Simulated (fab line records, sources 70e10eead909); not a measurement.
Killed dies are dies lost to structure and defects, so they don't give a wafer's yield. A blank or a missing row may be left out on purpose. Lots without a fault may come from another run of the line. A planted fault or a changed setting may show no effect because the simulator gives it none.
Which tool did it? | flow nand_harc | 24 lots, 72 wafers sampled, at 5 steps of a route of 1302

WHAT THE GAUGES READ, wafer by wafer
NHARC_P_STI_CD_MEAS_16. Usual: cd_nm 200.8 nm, standard deviation 2.3.
lot  | measured     | on        | cd_nm (nm)        | flag
L074 | day 3 00:31  | cd_sem-01 | 199.0 199.9 198.2 |
L075 | day 3 11:22  | cd_sem-02 | 202.3 202.1 202.6 |
L076 | day 3 18:03  | cd_sem-03 | 200.6 198.5 199.1 |
L077 | day 4 03:49  | cd_sem-03 | 198.7 200.7 198.3 |
L078 | day 4 13:47  | cd_sem-02 | 197.7 195.4 201.3 |
L079 | day 4 21:31  | cd_sem-02 | 200.3 198.3 203.1 |
L080 | day 5 10:43  | cd_sem-02 | 206.3 202.0 200.2 |
L081 | day 5 17:24  | cd_sem-03 | 199.9 200.8 202.1 |
L082 | day 6 04:30  | cd_sem-01 | 197.0 198.1 195.3 |
L083 | day 6 17:52  | cd_sem-01 | 201.5 203.7 203.8 |
L084 | day 7 03:44  | cd_sem-01 | 207.0 199.4 199.8 |
L085 | day 7 09:55  | cd_sem-02 | 202.5 198.7 199.5 |
L086 | day 7 18:53  | cd_sem-02 | 199.6 203.8 201.9 |
L087 | day 8 06:58  | cd_sem-02 | 199.2 198.5 201.5 |
L088 | day 8 17:36  | cd_sem-03 | 199.6 200.8 202.7 |
L089 | day 9 02:53  | cd_sem-02 | 203.7 199.5 199.3 |
L090 | day 9 11:58  | cd_sem-02 | 200.8 201.8 199.6 |
L091 | day 9 22:16  | cd_sem-03 | 198.8 199.7 199.0 |
L092 | day 10 08:21 | cd_sem-03 | 196.7 198.0 198.9 |
L093 | day 10 20:55 | cd_sem-01 | 198.5 200.5 202.3 |
L094 | day 11 06:07 | cd_sem-02 | 201.0 198.9 203.3 |
L095 | day 11 17:08 | cd_sem-02 | 202.6 200.2 203.0 |
L096 | day 12 01:52 | cd_sem-03 | 195.6 198.3 203.0 |
L097 | day 12 10:22 | cd_sem-02 | 203.5 201.5 203.1 |

NHARC_P_BONDPAD_CD_MEAS_09: target cd 500 nm. Usual: cd_nm 500.1 nm, standard deviation 1.9.
lot  | measured     | on        | cd_nm (nm)        | flag
L074 | day 6 18:11  | cd_sem-01 | 497.4 497.8 501.9 |
L075 | day 7 06:41  | cd_sem-02 | 503.2 499.2 497.9 |
L076 | day 7 06:02  | cd_sem-01 | 503.5 502.4 499.5 |
L077 | day 7 20:33  | cd_sem-01 | 500.4 502.9 498.9 |
L078 | day 8 10:29  | cd_sem-01 | 496.9 499.5 501.5 |
L079 | day 8 15:37  | cd_sem-01 | 501.5 498.4 500.8 |
L080 | day 9 08:30  | cd_sem-02 | 498.6 496.6 499.3 |
L081 | day 9 07:29  | cd_sem-03 | 501.5 499.9 499.8 |
L082 | day 10 04:52 | cd_sem-03 | 502.1 499.3 502.2 |
L083 | day 10 06:41 | cd_sem-03 | 502.8 499.0 498.7 |
L084 | day 10 21:58 | cd_sem-02 | 499.0 498.5 498.7 |
L085 | day 11 01:46 | cd_sem-01 | 502.0 502.4 501.8 |
L086 | day 11 13:13 | cd_sem-03 | 500.5 505.5 506.9 |
L087 | day 12 20:27 | cd_sem-02 | 500.8 498.5 500.2 |
L088 | day 12 19:53 | cd_sem-02 | 500.9 501.2 497.8 |
L089 | day 13 04:41 | cd_sem-03 | 501.3 503.5 500.7 |
L090 | day 13 09:53 | cd_sem-03 | 500.2 497.6 496.6 |
L091 | day 13 22:31 | cd_sem-02 | 498.0 500.6 499.5 |
L092 | day 14 03:20 | cd_sem-01 | 498.2 497.7 498.2 |
L093 | day 14 13:23 | cd_sem-03 | 501.7 502.0 501.1 |
L094 | day 15 01:55 | cd_sem-03 | 501.6 500.7 499.3 |
L095 | day 15 12:11 | cd_sem-03 | 497.3 500.7 500.2 |
L096 | day 15 21:10 | cd_sem-01 | 502.4 499.5 500.7 |
L097 | day 16 03:56 | cd_sem-01 | 498.7 499.2 500.4 |

WHICH TOOL RAN EACH LOT (tool, then ch and the chambers of the sampled wafers, then the start)
lot  | NHARC_P_CONTACT_DEP_00                     | NHARC_P_CONTACT_ETCH_31                       | NHARC_P_M2_ETCH_28
L074 | pecvd-04 ch 0,2, day 6 18:11 or earlier    | rie_diel-08 ch 0,1, day 6 18:11 or earlier    | rie_diel-01 ch 1,3, day 6 18:11 or earlier
L075 | pecvd-04 ch 1,2, day 7 06:41 or earlier    | rie_diel-08 ch 0,3, day 7 06:41 or earlier    | rie_diel-01 ch 0,2,3, day 7 06:41 or earlier
L076 | pecvd-02 ch 0,1,2, day 7 06:02 or earlier  | rie_diel-03 ch 0,2, day 7 06:02 or earlier    | rie_diel-01 ch 1,2,3, day 7 06:02 or earlier
L077 | pecvd-04 ch 0,1, day 7 20:33 or earlier    | rie_diel-05 ch 0,2,3, day 7 20:33 or earlier  | rie_diel-12 ch 0,2,3, day 7 20:33 or earlier
L078 | pecvd-01 ch 0,1,2, day 8 10:29 or earlier  | rie_diel-03 ch 1,2,3, day 8 10:29 or earlier  | rie_diel-12 ch 0,2,3, day 8 10:29 or earlier
L079 | pecvd-02 ch 0,1, day 8 15:37 or earlier    | rie_diel-08 ch 2,3, day 8 15:37 or earlier    | rie_diel-01 ch 0,2,3, day 8 15:37 or earlier
L080 | pecvd-01 ch 0,1,2, day 9 08:30 or earlier  | rie_diel-08 ch 0,2,3, day 9 08:30 or earlier  | rie_diel-12 ch 1,2,3, day 9 08:30 or earlier
L081 | pecvd-04 ch 0,1,2, day 9 07:29 or earlier  | rie_diel-05 ch 1,2,3, day 9 07:29 or earlier  | rie_diel-12 ch 2,3, day 9 07:29 or earlier
L082 | pecvd-02 ch 0,1,2, day 10 04:52 or earlier | rie_diel-05 ch 0,1,3, day 10 04:52 or earlier | rie_diel-04 ch 0,1,2, day 10 04:52 or earlier
L083 | pecvd-02 ch 0,1,2, day 10 06:41 or earlier | rie_diel-08 ch 1,2,3, day 10 06:41 or earlier | rie_diel-04 ch 0,1,3, day 10 06:41 or earlier
L084 | pecvd-04 ch 1,2, day 10 21:58 or earlier   | rie_diel-05 ch 0,2, day 10 21:58 or earlier   | rie_diel-01 ch 0,2, day 10 21:58 or earlier
L085 | pecvd-01 ch 1,2, day 11 01:46 or earlier   | rie_diel-03 ch 0,2,3, day 11 01:46 or earlier | rie_diel-04 ch 0,1, day 11 01:46 or earlier
L086 | pecvd-01 ch 0,1,2, day 11 13:13 or earlier | rie_diel-08 ch 0,1,3, day 11 13:13 or earlier | rie_diel-04 ch 0,2,3, day 11 13:13 or earlier
L087 | pecvd-02 ch 0,1, day 12 20:27 or earlier   | rie_diel-03 ch 0,3, day 12 20:27 or earlier   | rie_diel-04 ch 0,1, day 12 20:27 or earlier
L088 | pecvd-01 ch 0,1, day 12 19:53 or earlier   | rie_diel-05 ch 2,3, day 12 19:53 or earlier   | rie_diel-04 ch 1,2,3, day 12 19:53 or earlier
L089 | pecvd-02 ch 0,1,2, day 13 04:41 or earlier | rie_diel-05 ch 1,3, day 13 04:41 or earlier   | rie_diel-01 ch 0,2,3, day 13 04:41 or earlier
L090 | pecvd-01 ch 1,2, day 13 09:53 or earlier   | rie_diel-05 ch 1,3, day 13 09:53 or earlier   | rie_diel-12 ch 1,2,3, day 13 09:53 or earlier
L091 | pecvd-02 ch 0,1,2, day 13 22:31 or earlier | rie_diel-08 ch 0,1, day 13 22:31 or earlier   | rie_diel-01 ch 0,1,2, day 13 22:31 or earlier
L092 | pecvd-02 ch 0,1,2, day 14 03:20 or earlier | rie_diel-03 ch 1,3, day 14 03:20 or earlier   | rie_diel-12 ch 0,2,3, day 14 03:20 or earlier
L093 | pecvd-01 ch 1,2, day 14 13:23 or earlier   | rie_diel-03 ch 0,1,2, day 14 13:23 or earlier | rie_diel-12 ch 0,1,3, day 14 13:23 or earlier
L094 | pecvd-02 ch 0,2, day 15 01:55 or earlier   | rie_diel-08 ch 0,2,3, day 15 01:55 or earlier | rie_diel-12 ch 2,3, day 15 01:55 or earlier
L095 | pecvd-01 ch 0,1,2, day 15 12:11 or earlier | rie_diel-03 ch 0,1,2, day 15 12:11 or earlier | rie_diel-04 ch 1,2,3, day 15 12:11 or earlier
L096 | pecvd-02 ch 0,1, day 15 21:10 or earlier   | rie_diel-08 ch 0,1,2, day 15 21:10 or earlier | rie_diel-12 ch 1,2,3, day 15 21:10 or earlier
L097 | pecvd-02 ch 1,2, day 16 03:56 or earlier   | rie_diel-03 ch 0,2, day 16 03:56 or earlier   | rie_diel-01 ch 0,1,3, day 16 03:56 or earlier
- NHARC_P_CONTACT_DEP_00: deposits SiO2, target thk 500 nm.
- NHARC_P_CONTACT_ETCH_31: etches the open film in CH3F/O2, target depth 30 nm, time 85.7 s.
- NHARC_P_M2_ETCH_28: etches the open film in CF4/N2, target depth 30 nm, time 72.99 s.

WHAT THE TOOLS THEMSELVES READ (means of the sampled wafers that have a number; where no wafer has one, the mark that the record gives instead)
NHARC_P_CONTACT_DEP_00. Usual: heater_power_w 525 W, standard deviation 96; throttle_valve_pct 15.9 %, standard deviation 0.4.
lot  | tool     | heater_power_w (W) | throttle_valve_pct (%) | flag
L074 | pecvd-04 | 560                | 15.5                   |
L075 | pecvd-04 | 596                | 15.2                   |
L076 | pecvd-02 | 463                | 16.1                   |
L077 | pecvd-04 | 507                | 16.2                   |
L078 | pecvd-01 | 554                | 15.9                   |
L079 | pecvd-02 | 427                | 16.3                   |
L080 | pecvd-01 | 549                | 15.9                   |
L081 | pecvd-04 | 506                | 15.6                   |
L082 | pecvd-02 | 527                | 16.1                   |
L083 | pecvd-02 | 545                | 16.1                   |
L084 | pecvd-04 | 589                | 15.4                   |
L085 | pecvd-01 | 491                | 16.0                   |
L086 | pecvd-01 | 536                | 16.2                   |
L087 | pecvd-02 | 429                | 15.9                   |
L088 | pecvd-01 | 557                | 16.0                   |
L089 | pecvd-02 | 497                | 15.9                   |
L090 | pecvd-01 | 554                | 16.0                   |
L091 | pecvd-02 | 529                | 16.0                   |
L092 | pecvd-02 | 492                | 16.0                   |
L093 | pecvd-01 | 490                | 16.1                   |
L094 | pecvd-02 | 480                | 15.8                   |
L095 | pecvd-01 | 556                | 15.7                   |
L096 | pecvd-02 | 442                | 16.1                   |
L097 | pecvd-02 | 504                | 16.3                   |

NHARC_P_CONTACT_ETCH_31. Usual: drypump_motor_current_A 6.1 A, standard deviation 0.34; oes_product_au 0.982 a.u., standard deviation 0.015; rf_vpp_V 244.8 V, standard deviation 1.7; showerhead_plenum_p_Torr 2.49 Torr, standard deviation 0.098; throttle_valve_pct 20.664 %, standard deviation 0.0083.
lot  | tool        | drypump_motor_current_A (A) | oes_product_au (a.u.) | rf_vpp_V (V) | showerhead_plenum_p_Torr (Torr) | throttle_valve_pct (%) | flag
L074 | rie_diel-08 | 5.6                         | 0.963                 | 244.3        | 2.44                            | 20.674                 |
L075 | rie_diel-08 | 5.7                         | 0.985                 | 244.7        | 2.48                            | 20.673                 |
L076 | rie_diel-03 | 6.2                         | 0.986                 | 243.7        | 2.43                            | 20.670                 |
L077 | rie_diel-05 | 6.1                         | 0.971                 | 246.6        | 2.60                            | 20.662                 |
L078 | rie_diel-03 | 6.2                         | 0.960                 | 244.3        | 2.45                            | 20.663                 |
L079 | rie_diel-08 | 6.5                         | 0.990                 | 245.3        | 2.51                            | 20.664                 |
L080 | rie_diel-08 | 6.1                         | 1.008                 | 243.7        | 2.49                            | 20.663                 |
L081 | rie_diel-05 | 6.3                         | 0.984                 | 244.7        | 2.50                            | 20.665                 |
L082 | rie_diel-05 | 6.0                         | 0.977                 | 245.3        | 2.52                            | 20.665                 |
L083 | rie_diel-08 | 6.2                         | 1.002                 | 244.6        | 2.52                            | 20.656                 |
L084 | rie_diel-05 | 6.1                         | 0.975                 | 245.5        | 2.58                            | 20.665                 |
L085 | rie_diel-03 | 6.3                         | 0.979                 | 244.2        | 2.41                            | 20.663                 |
L086 | rie_diel-08 | 5.8                         | 0.988                 | 245.0        | 2.50                            | 20.670                 |
L087 | rie_diel-03 | 6.3                         | 0.967                 | 243.4        | 2.38                            | 20.668                 |
L088 | rie_diel-05 | 6.2                         | 0.962                 | 246.7        | 2.61                            | 20.662                 |
L089 | rie_diel-05 | 6.2                         | 0.980                 | 243.3        | 2.43                            | 20.672                 |
L090 | rie_diel-05 | 6.2                         | 0.976                 | 243.7        | 2.43                            | 20.669                 |
L091 | rie_diel-08 | 5.7                         | 0.999                 | 243.9        | 2.44                            | 20.665                 |
L092 | rie_diel-03 | 6.0                         | 0.987                 | 245.6        | 2.50                            | 20.666                 |
L093 | rie_diel-03 | 6.1                         | 0.991                 | 244.5        | 2.48                            | 20.661                 |
L094 | rie_diel-08 | 6.1                         | 0.992                 | 245.0        | 2.49                            | 20.667                 |
L095 | rie_diel-03 | 6.1                         | 0.985                 | 245.0        | 2.48                            | 20.659                 |
L096 | rie_diel-08 | 6.1                         | 0.993                 | 243.5        | 2.45                            | 20.661                 |
L097 | rie_diel-03 | 6.3                         | 0.972                 | 244.2        | 2.43                            | 20.661                 |

NHARC_P_M2_ETCH_28. Usual: drypump_motor_current_A 5.9 A, standard deviation 0.64; oes_product_au 0.999 a.u., standard deviation 0.012; rf_vpp_V 313.7 V, standard deviation 2; showerhead_plenum_p_Torr 2.60 Torr, standard deviation 0.11; throttle_valve_pct 19.795 %, standard deviation 0.01.
lot  | tool        | drypump_motor_current_A (A) | oes_product_au (a.u.) | rf_vpp_V (V) | showerhead_plenum_p_Torr (Torr) | throttle_valve_pct (%) | flag
L074 | rie_diel-01 | 5.6                         | 1.001                 | 315.3        | 2.69                            | 19.805                 |
L075 | rie_diel-01 | 5.9                         | 1.009                 | 314.8        | 2.63                            | 19.803                 |
L076 | rie_diel-01 | 5.9                         | 0.997                 | 314.0        | 2.68                            | 19.789                 |
L077 | rie_diel-12 | 6.4                         | 1.004                 | 313.8        | 2.58                            | 19.784                 |
L078 | rie_diel-12 | 6.4                         | 1.007                 | 313.2        | 2.58                            | 19.788                 |
L079 | rie_diel-01 | 5.9                         | 1.003                 | 314.9        | 2.63                            | 19.794                 |
L080 | rie_diel-12 | 5.8                         | 1.006                 | 311.4        | 2.50                            | 19.790                 |
L081 | rie_diel-12 | 6.2                         | 0.995                 | 312.2        | 2.50                            | 19.791                 |
L082 | rie_diel-04 | 5.7                         | 0.999                 | 314.6        | 2.61                            | 19.804                 |
L083 | rie_diel-04 | 6.0                         | 1.004                 | 313.4        | 2.57                            | 19.788                 |
L084 | rie_diel-01 | 5.5                         | 1.003                 | 315.6        | 2.66                            | 19.796                 |
L085 | rie_diel-04 | 5.7                         | 0.991                 | 312.3        | 2.53                            | 19.785                 |
L086 | rie_diel-04 | 6.0                         | 1.004                 | 315.1        | 2.65                            | 19.788                 |
L087 | rie_diel-04 | 5.7                         | 0.995                 | 312.6        | 2.53                            | 19.799                 |
L088 | rie_diel-04 | 6.0                         | 0.993                 | 313.0        | 2.59                            | 19.801                 |
L089 | rie_diel-01 | 5.9                         | 1.008                 | 314.8        | 2.63                            | 19.801                 |
L090 | rie_diel-12 | 5.8                         | 0.995                 | 311.5        | 2.50                            | 19.807                 |
L091 | rie_diel-01 | 5.4                         | 1.001                 | 315.4        | 2.71                            | 19.802                 |
L092 | rie_diel-12 | 6.4                         | 0.991                 | 313.5        | 2.58                            | 19.794                 |
L093 | rie_diel-12 | 5.7                         | 1.000                 | 313.2        | 2.54                            | 19.785                 |
L094 | rie_diel-12 | 6.5                         | 0.989                 | 312.5        | 2.53                            | 19.794                 |
L095 | rie_diel-04 | 6.0                         | 0.991                 | 313.0        | 2.58                            | 19.792                 |
L096 | rie_diel-12 | 5.8                         | 0.986                 | 311.6        | 2.49                            | 19.796                 |
L097 | rie_diel-01 | 5.7                         | 1.005                 | 314.9        | 2.64                            | 19.799                 |

THE ANSWER, worked out from the rows above alone
Rule: a lot is off if the mean of its wafers that have a number lies more than 3 standard deviations from the usual mean. A lot without any number at a reading at which 4 lots or more have one is off too. The other lots that the step has rows for count as sound. The gauges are gone through in route order, then the tools' own readings, and for those a lot's mean is taken as printed above. The first step at which some lot is off is used, and at that step the reading that is off furthest; a lot without a number counts as furthest.
No lot is off at any reading shown: from this, nothing can be told.

WHAT THE SIMULATOR HAD PUT IN
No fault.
